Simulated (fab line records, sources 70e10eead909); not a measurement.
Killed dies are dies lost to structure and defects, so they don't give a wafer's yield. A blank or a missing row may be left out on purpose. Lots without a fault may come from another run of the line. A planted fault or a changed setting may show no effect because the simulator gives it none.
Which tool did it? | flow nand_harc | 13 lots, 39 wafers sampled, at 4 steps of a route of 1159

WHAT THE GAUGES READ, wafer by wafer
NHARC_P_STI_CD_MEAS_16. Usual: cd_nm 198 nm, standard deviation 3.1.
lot  | measured    | on        | cd_nm (nm)  | flag
L681 | day 2 16:48 | cd_sem-01 | 204 198 199 |
L682 | day 2 16:57 | cd_sem-03 | 194 193 196 |
L684 | day 3 08:30 | cd_sem-01 | 200 195 193 |
L686 | day 3 18:15 | cd_sem-01 | 204 199 199 |
L687 | day 4 00:23 | cd_sem-01 | 194 200 195 |
L688 | day 4 08:11 | cd_sem-03 | 201 204 196 |
L689 | day 4 08:22 | cd_sem-02 | 202 198 200 |
L690 | day 4 19:10 | cd_sem-01 | 200 197 202 |
L691 | day 5 00:01 | cd_sem-01 | 201 198 199 |
L693 | day 5 17:31 | cd_sem-01 | 195 197 195 |
L694 | day 5 22:11 | cd_sem-03 | 198 194 200 |
L702 | day 7 17:31 | cd_sem-03 | 201 197 201 |
L704 | day 8 05:49 | cd_sem-01 | 195 199 198 |

NHARC_P_STI_OCD_MEAS_43. Usual: trench_depth_nm 296 nm, standard deviation 4.8; trench_foot_cd_nm 157.1 nm, standard deviation 2.8.
lot  | measured    | on     | trench_depth_nm (nm) | trench_foot_cd_nm (nm) | flag
L681 | day 2 17:24 | ocd-01 | 294 297 296          | 163.7 154.2 157.8      |
L682 | day 2 17:33 | ocd-02 | 293 298 294          | 154.4 153.6 156.3      |
L684 | day 3 09:05 | ocd-02 | 295 292 296          | 159.7 155.5 153.0      |
L686 | day 3 18:50 | ocd-01 | 296 304 294          | 161.7 154.7 157.7      |
L687 | day 4 00:58 | ocd-01 | 289 289 283          | 154.7 156.1 155.6      |
L688 | day 4 08:47 | ocd-01 | 301 298 293          | 156.5 163.0 156.2      |
L689 | day 4 08:58 | ocd-02 | 302 297 293          | 160.6 158.0 158.7      |
L690 | day 4 19:47 | ocd-02 | 293 301 300          | 159.2 156.3 158.9      |
L691 | day 5 00:36 | ocd-02 | 297 292 294          | 160.2 156.2 158.5      |
L693 | day 5 18:13 | ocd-01 | 290 293 288          | 154.3 154.7 154.4      |
L694 | day 5 22:47 | ocd-01 | 301 301 290          | 157.0 154.4 160.5      |
L702 | day 7 18:06 | ocd-02 | 294 297 295          | 159.7 158.4 159.9      |
L704 | day 8 06:25 | ocd-02 | 292 305 303          | 154.5 155.6 153.6      |

NHARC_P_GATE_CD_MEAS_26: target cd 120 nm. Usual: cd_nm 119.4 nm, standard deviation 0.68.
lot  | measured     | on        | cd_nm (nm)        | flag
L681 | day 4 23:44  | cd_sem-02 | 119.5 118.7 118.8 |
L682 | day 5 00:04  | cd_sem-03 | 120.7 119.5 120.0 |
L684 | day 5 14:17  | cd_sem-02 | 120.0 119.8 120.3 |
L686 | day 5 22:24  | cd_sem-01 | 119.7 118.0 118.8 |
L687 | day 6 04:28  | cd_sem-03 | 119.9 119.2 118.8 |
L688 | day 6 13:22  | cd_sem-02 | 118.6 119.2 118.1 |
L689 | day 6 12:46  | cd_sem-02 | 119.3 118.5 118.5 |
L690 | day 6 20:19  | cd_sem-01 | 119.4 118.8 118.9 |
L691 | day 7 02:28  | cd_sem-02 | 119.8 119.7 118.9 |
L693 | day 7 20:57  | cd_sem-01 | 106.0 105.6 106.2 | OFF
L694 | day 7 19:37  | cd_sem-03 | 118.7 118.4 120.4 |
L702 | day 10 01:52 | cd_sem-01 | 118.1 119.3 120.0 |
L704 | day 10 08:43 | cd_sem-01 | 119.7 119.2 119.5 |

WHICH TOOL RAN EACH LOT (tool, then ch and the chambers of the sampled wafers, then the start)
lot  | NHARC_P_GATE_EXPOSE_23
L681 | arfi_scanner-03 ch 0, day 4 23:35
L682 | arfi_scanner-02 ch 0, day 4 23:55
L684 | arfi_scanner-03 ch 0, day 5 14:09
L686 | arfi_scanner-02 ch 0, day 5 22:16
L687 | arfi_scanner-01 ch 0, day 6 04:19
L688 | arfi_scanner-02 ch 0, day 6 13:14
L689 | arfi_scanner-01 ch 0, day 6 12:37
L690 | arfi_scanner-01 ch 0, day 6 20:11
L691 | arfi_scanner-01 ch 0, day 7 02:19
L693 | arfi_scanner-02 ch 0, day 7 20:49
L694 | arfi_scanner-03 ch 0, day 7 19:29
L702 | arfi_scanner-02 ch 0, day 10 01:44
L704 | arfi_scanner-02 ch 0, day 10 08:34
- NHARC_P_GATE_EXPOSE_23: exposes mask P GATE, target cd 120 nm.

WHAT THE TOOLS THEMSELVES READ (means of the sampled wafers that have a number; where no wafer has one, the mark that the record gives instead)
NHARC_P_GATE_EXPOSE_23. Usual: exposure_dose_mJ_cm2 93.93, standard deviation 0.091; reticle_temp_C 22.98 C, standard deviation 0.11.
lot  | tool            | exposure_dose_mJ_cm2 | reticle_temp_C (C) | flag
L681 | arfi_scanner-03 | 94.02                | 23.02              |
L682 | arfi_scanner-02 | 94.01                | 23.07              |
L684 | arfi_scanner-03 | 93.99                | 22.96              |
L686 | arfi_scanner-02 | 93.85                | 23.02              |
L687 | arfi_scanner-01 | 93.92                | 22.91              |
L688 | arfi_scanner-02 | 93.89                | 22.94              |
L689 | arfi_scanner-01 | 93.91                | 22.91              |
L690 | arfi_scanner-01 | 93.86                | 23.03              |
L691 | arfi_scanner-01 | 93.99                | 22.99              |
L693 | arfi_scanner-02 | 93.90                | 22.71              |
L694 | arfi_scanner-03 | 93.90                | 22.94              |
L702 | arfi_scanner-02 | 93.96                | 23.10              |
L704 | arfi_scanner-02 | 93.95                | 23.07              |

THE ANSWER, worked out from the rows above alone
Rule: a lot is off if the mean of its wafers that have a number lies more than 3 standard deviations from the usual mean. A lot without any number at a reading at which 4 lots or more have one is off too. The other lots that the step has rows for count as sound. The gauges are gone through in route order, then the tools' own readings, and for those a lot's mean is taken as printed above. The first step at which some lot is off is used, and at that step the reading that is off furthest; a lot without a number counts as furthest.
Off: L693, at NHARC_P_GATE_CD_MEAS_26 (cd_nm).
A tool fits if, at a process step before that reading, it ran every lot that is off, and no sound lot after the first of them. The gauges at NHARC_P_GATE_CD_MEAS_26 are tried like those tools. None of those tried fits.

WHAT THE SIMULATOR HAD PUT IN
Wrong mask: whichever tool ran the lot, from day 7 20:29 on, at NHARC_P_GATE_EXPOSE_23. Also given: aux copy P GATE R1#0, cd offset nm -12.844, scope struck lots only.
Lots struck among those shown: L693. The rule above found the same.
